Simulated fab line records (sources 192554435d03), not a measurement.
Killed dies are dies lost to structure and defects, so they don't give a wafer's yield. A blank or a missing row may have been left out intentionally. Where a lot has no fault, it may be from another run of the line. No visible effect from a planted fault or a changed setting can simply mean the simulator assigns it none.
Chamber matching | flow n5Finfet | N5_BEOL_M1_PECVD_72 on pecvd-02: 3 sister chambers
The step deposits SiO2 from TEOS/O2, target thk 16 nm, time 18 s. 6 wafers are shown with their chamber, then 7 later ones without.

EACH WAFER AND ITS CHAMBER
wafer  | chamber | throttleValvePct (%) | heaterPowerW (W)
L077.2 | 0       | 23.1                 | 744
L077.5 | 0       | 23.2                 | 720
L094.4 | 2       | 22.0                 | 946
L094.5 | 1       | 22.8                 | 650
L087.1 | 2       | 22.1                 | 975
L087.2 | 1       | 22.6                 | 745

WAFERS WITHOUT THEIR CHAMBER
wafer  | throttleValvePct (%) | heaterPowerW (W)
L087.3 | 23.6                 | 670
L093.2 | 23.5                 | 716
L093.3 | 22.6                 | 722
L093.6 | 22.8                 | 715
L086.3 | 22.5                 | 962
L086.4 | 23.6                 | 678
L086.5 | 22.7                 | 753

CHAMBER TAKEN BY EACH
wafer  | from the rows above | in truth
L087.3 | 0                   | 0
L093.2 | 0                   | 0
L093.3 | 1                   | 1
L093.6 | 1                   | 1
L086.3 | 2                   | 2
L086.4 | 0                   | 0
L086.5 | 1                   | 1
7 of 7 placed correctly. Not placeable from these rows: 0. 0 placed wrongly.
How it was worked out, from the rows above alone: a wafer's distance from a chamber is the root of the sum, over the readings, of the square of ((its reading less the chamber's mean) divided by the reading's scatter). If the next closest chamber is less than 2 further off than the closest, the wafer can't be placed; otherwise it belongs to the closest. A chamber's mean is the mean of its shown wafers. The scatter: take each reading less its chamber's mean, square it, sum over the shown wafers, divide by the number of wafers less the number of chambers, and take the root.
